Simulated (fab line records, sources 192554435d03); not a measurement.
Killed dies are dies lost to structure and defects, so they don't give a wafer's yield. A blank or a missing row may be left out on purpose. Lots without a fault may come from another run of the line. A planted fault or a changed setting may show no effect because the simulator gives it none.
Problem report in the 8D (eight disciplines) form, filled by code | flow n5_finfet | the parts of the form that need people (team, actions taken, sign-off) are left out

1. THE PROBLEM
killed_at_M0_to_M3 at N5_PASSIVATION_PROBE_49 reads a mean of 174 on 6 wafers of 2 lots; wafers without a fault read 33 with a standard deviation of 10. That is +14 standard deviations from the usual mean.
First seen on wafer L685.1, day 17 11:30, on prober-01. The record holds 21 wafers of 8 lots with a number at this step. Rule for "out", or "out of limits": more than 4 standard deviations from the usual mean. The other wafers with a number count as sound.

2. WHAT IT IS AND WHAT IT IS NOT
question                    | is                                                                                 | is not
which readings at this step | killed_at_M0_to_M3, defect_limited_yield, killed_dies, sort_n_pass, sort_yield_pct | killed_at_M4_up, killed_at_contacts, killed_at_other, killed_open, killed_short, sort_bin_8_speed
which lots                  | L684, L685                                                                         | L667, L669, L670, L676, L677, L679
which wafers of those lots  | all that have a number                                                             | -
read on which tools         | prober-01, prober-02                                                               | -
when                        | from day 17 11:30                                                                  | up to then (15 sound wafers)

3. SUSPECTS, AND WHAT RULES EACH OUT
Counting: a tool at a process step up to the reading stays a suspect if it ran every lot that is out and no sound lot after the first of them.
- pvd_sputter-03 at N5_BEOL_M3_SPUTTER_96 (material Cu, target thk 4.5 nm, time 8.29 s): kept. It ran every lot that is out, first L685 (day 12 10:56), and no sound lot after that; its last sound lot up to then is L679 (day 10 21:23).
- rie_diel-02 at N5_PASSIVATION_ETCH_54 (etches SiO2 in CHF3/O2, target depth 880 nm, time 440 s): kept. It ran every lot that is out, first L685 (day 17 08:43), and no sound lot after that; its last sound lot up to then is L676 (day 15 12:38).
Left after counting: pvd_sputter-03 at N5_BEOL_M3_SPUTTER_96, rie_diel-02 at N5_PASSIVATION_ETCH_54.

4. THE CAUSE (what the simulator had put in)
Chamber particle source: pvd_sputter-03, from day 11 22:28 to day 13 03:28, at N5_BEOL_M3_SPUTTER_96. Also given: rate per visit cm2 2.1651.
Counting left 2 suspects, and this tool is among them.

5. THE CHAIN OF EFFECTS, in route order
Each row: a reading whose mean over the struck wafers that have a number lies more than 3 standard deviations from the usual. Only readings for which the record gives a usual standard deviation are gone through. hours: the time from each lot's start at the first step in this table that gives one to its start at this step, as a median over the lots. sigmas: the change in usual standard deviations.
hours | step                    | reading              | usual  | on struck wafers | change | sigmas
0     | N5_PASSIVATION_PROBE_49 | defect_limited_yield | 91.4 % | 80.7             | -10.7  | -7.7
0     | N5_PASSIVATION_PROBE_49 | killed_at_M0_to_M3   | 33     | 174              | +141   | +14
0     | N5_PASSIVATION_PROBE_49 | killed_dies          | 102    | 228              | +126   | +7.4
0     | N5_PASSIVATION_PROBE_49 | sort_bin_5_function  | 5.1 %  | 11.3             | +6.2   | +6.6
0     | N5_PASSIVATION_PROBE_49 | sort_n_pass          | 1078   | 952              | -126   | -7.4
0     | N5_PASSIVATION_PROBE_49 | sort_yield_pct       | 91.3 % | 80.6             | -10.7  | -7.1
The process steps in it:
- N5_PASSIVATION_PROBE_49

6. WHAT WOULD HAVE CAUGHT IT SOONER
In this record the first reading out of limits was taken at day 17 11:30, 133 hours after the fault began at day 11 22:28.
Of the tool readings at N5_BEOL_M3_SPUTTER_96 for which the record gives a usual standard deviation, none was out on any struck wafer, so an alarm limit of 4 standard deviations on them would not have fired.
All the lots that are out (2) had begun N5_BEOL_M3_SPUTTER_96 on pvd_sputter-03 by day 17 11:30. A hold on the tool at that time would have spared none of them.
